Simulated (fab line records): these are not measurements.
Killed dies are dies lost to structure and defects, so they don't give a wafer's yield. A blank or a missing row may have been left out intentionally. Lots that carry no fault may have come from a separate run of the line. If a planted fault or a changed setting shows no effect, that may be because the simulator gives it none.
A struck lot beside a sound one | flow n5_finfet | 17 steps out of a route of 1938
Sound: the wafers L161.1, L161.3, L161.6. Struck: wafer L166.1. (L166.3, L166.6 of the same lot were not struck and are left out.) The cause comes at the end.
Order at every step that has rows: each side's tool, ch and its chambers, its first start. Under that, the readings that differ: sound wafers | struck wafers | difference of the means | sigmas: that difference in standard deviations of wafers without a fault.
alike: readings with means less than 2 such deviations apart, plus words and numbers identical on both sides. not compared: withheld readings, readings lacking a value on some wafer, bounds such as >300 that could conceal the same value, and numbers that have no deviation in the record and whose values overlap.
Wherever a step has rows on one side only, a row that says differs or no value, or a row with sigmas, the two part there. When numbers do not overlap yet have no deviation, they are printed without sigmas and do not part them. A reading that every wafer of one side lacks parts them only if that side has two wafers or more.

N5_FIN_CUT_OVL_MEAS_09:
  sound on overlay-02 ch 0, day 3 08:17; struck on overlay-01 ch 0, day 4 15:49
  alike: FIN_CUT_OVL
N5_FIN_CUT_INSPECT_10: inspects for defects (brightfield).
  struck on defect_inspect-01, day 4 15:53; sound on defect_inspect-01, day 3 08:20
  alike: raw_defect_count
then, 2 steps without rows for these wafers: N5_FIN_CUT_DESCUM_13 (chemistry O2, time 7 s); N5_FIN_CUT_ETCH_30 (etches underlayer in N2/H2, target depth 13 nm, time 10.4 s).
N5_FIN_CUT_ETCH_20: etches SiARC in CF4, target depth 26 nm, time 43.3 s.
  sound on rie_diel-06 ch 0,2,3, day 3 08:49; struck on rie_diel-01 ch 1, day 4 15:58
  reading                         | sound             | struck | difference | sigmas
  rf_vpp_V (V)                    | 183.6 181.3 182.6 | 185.1  | +2.6       | +2
  showerhead_plenum_p_Torr (Torr) | 2.05 2.05 2.11    | 2.23   | +0.16      | +2
  alike: drypump_motor_current_A, etch_rf_on_time_s, oes_product_au, throttle_valve_pct
  not compared: rf_hours_counter_h
N5_FIN_CUT_ETCH_21: etches SOC in N2/H2, target depth 219 nm, overetch 43.8 nm, time 523.5 s.
  sound on rie_diel-06 ch 0,2,3, day 3 08:52; struck on rie_diel-01 ch 1, day 4 16:00
  reading                     | sound       | struck | difference | sigmas
  drypump_motor_current_A (A) | 5.5 5.8 5.9 | 4.9    | -0.8       | -2
  alike: n2_flow_sccm, oes_product_au, rf_vpp_V, showerhead_plenum_p_Torr, throttle_valve_pct
  not compared: rf_hours_counter_h
then, 2 steps without rows for these wafers: N5_FIN_CUT_STRIP_23 (strips in N2/H2); N5_FIN_CUT_STRIP_31 (strips in N2/H2).
N5_FIN_CUT_STRIP_24: strips in CF4.
  sound on rie_diel-06 ch 0,2,3, day 3 09:11; struck on rie_diel-01 ch 1, day 4 16:20
  reading                         | sound          | struck | difference | sigmas
  showerhead_plenum_p_Torr (Torr) | 1.72 1.73 1.77 | 1.87   | +0.13      | +2
  alike: drypump_motor_current_A, oes_product_au, rf_vpp_V, throttle_valve_pct
  not compared: rf_hours_counter_h
then, 1 step without rows for these wafers: N5_FIN_CUT_CUT_ETCH_26 (etches SiNx in CH3F/O2, target depth 39 nm, time 55.7 s).
N5_FIN_CUT_CUT_ETCH_27: etches SiO2 in CHF3/O2, target depth 4 nm, overetch 2 nm, time 4.9 s.
  sound on rie_diel-06 ch 0,2,3, day 3 09:15; struck on rie_diel-01 ch 1, day 4 16:23
  reading                     | sound       | struck | difference | sigmas
  drypump_motor_current_A (A) | 5.5 5.8 5.9 | 4.9    | -0.8       | -2
  alike: oes_product_au, rf_vpp_V, showerhead_plenum_p_Torr, throttle_valve_pct
  not compared: rf_hours_counter_h
then, 1 step without rows for these wafers: N5_FIN_CUT_PRECLEAN_35 (cleans in vHF, time 13.3 s).
N5_FIN_CUT_CUT_ETCH_15: etches Si in HBr/Cl2/O2, target depth 100 nm, bt time 10 s, time 42.4 s.
  sound on rie_si-04 ch 0,2,3, day 3 09:23; struck on rie_si-06 ch 3, day 4 16:32
  reading                                  | sound             | struck | difference | sigmas
  model.etch.depth_nm (nm)                 | 102.2 98.5 101.3  | 93.63  | -7.04      |
  model.FIN_CUT.feature_depth_nm (nm)      | 102.2 98.6 101.4  | 93.6   | -7.1       |
  model.SOC_of_FIN_CUT_COAT_18.thk_nm (nm) | 170.4 171.8 170.4 | 172.6  | +1.7       |
  alike: drypump_motor_current_A, oes_product_au, throttle_valve_pct
  not compared: rf_hours_counter_h
N5_FIN_CUT_CUT_ETCH_28: etches Si in HBr/Cl2/O2, target depth 6 nm, time 2.4 s.
  sound on rie_si-04 ch 0,2,3, day 3 09:27; struck on rie_si-06 ch 3, day 4 16:35
  reading                                  | sound             | struck | difference | sigmas
  model.SOC_of_FIN_CUT_COAT_18.thk_nm (nm) | 168.6 170.2 168.6 | 170.8  | +1.7       |
  alike: drypump_motor_current_A, oes_product_au, throttle_valve_pct
  not compared: rf_hours_counter_h
N5_FIN_CUT_STRIP_22: strips in N2/H2.
  sound on rie_diel-05 ch 0,1,2, day 3 09:31; struck on rie_diel-06 ch 2, day 4 16:40
  alike: drypump_motor_current_A, n2_flow_sccm, oes_product_au, rf_vpp_V, showerhead_plenum_p_Torr, throttle_valve_pct
  not compared: rf_hours_counter_h
-- the record jumps here: 6 days lie between the struck wafers' starts before and after (it left off in module FIN_CUT and takes up again in module BEOL_M4, whose first step shown is number 1111 of the route) --
N5_BEOL_M4_RC_MEAS_101:
  sound on prober-02 ch 0, day 9 02:07; struck on prober-02 ch 0, day 11 00:34
  reading       | sound          | struck | difference | sigmas
  ION_P (uA/um) | 449 458 445    | 470    | +19        | +2
  VT_P (mV)     | -252 -254 -255 | -247   | +7         | +2
  alike: DIBL_N, DIBL_P, IOFF_N, IOFF_P, ION_N, SS_N, SS_P, VT_N
-- a jump in the record: the struck wafers' starts before and after are 5 days apart (it breaks off in module BEOL_M4 and resumes in module PASSIVATION, where the first step shown is number 1936 of the route) --
N5_PASSIVATION_PROBE_49:
  the record has rows for the struck wafers here (prober-01, day 15 19:07) and none for the sound ones

## WHERE THEY PART
First at N5_FIN_CUT_ETCH_20; last, within this record, at N5_PASSIVATION_PROBE_49.

WHY: whatever the simulator had introduced
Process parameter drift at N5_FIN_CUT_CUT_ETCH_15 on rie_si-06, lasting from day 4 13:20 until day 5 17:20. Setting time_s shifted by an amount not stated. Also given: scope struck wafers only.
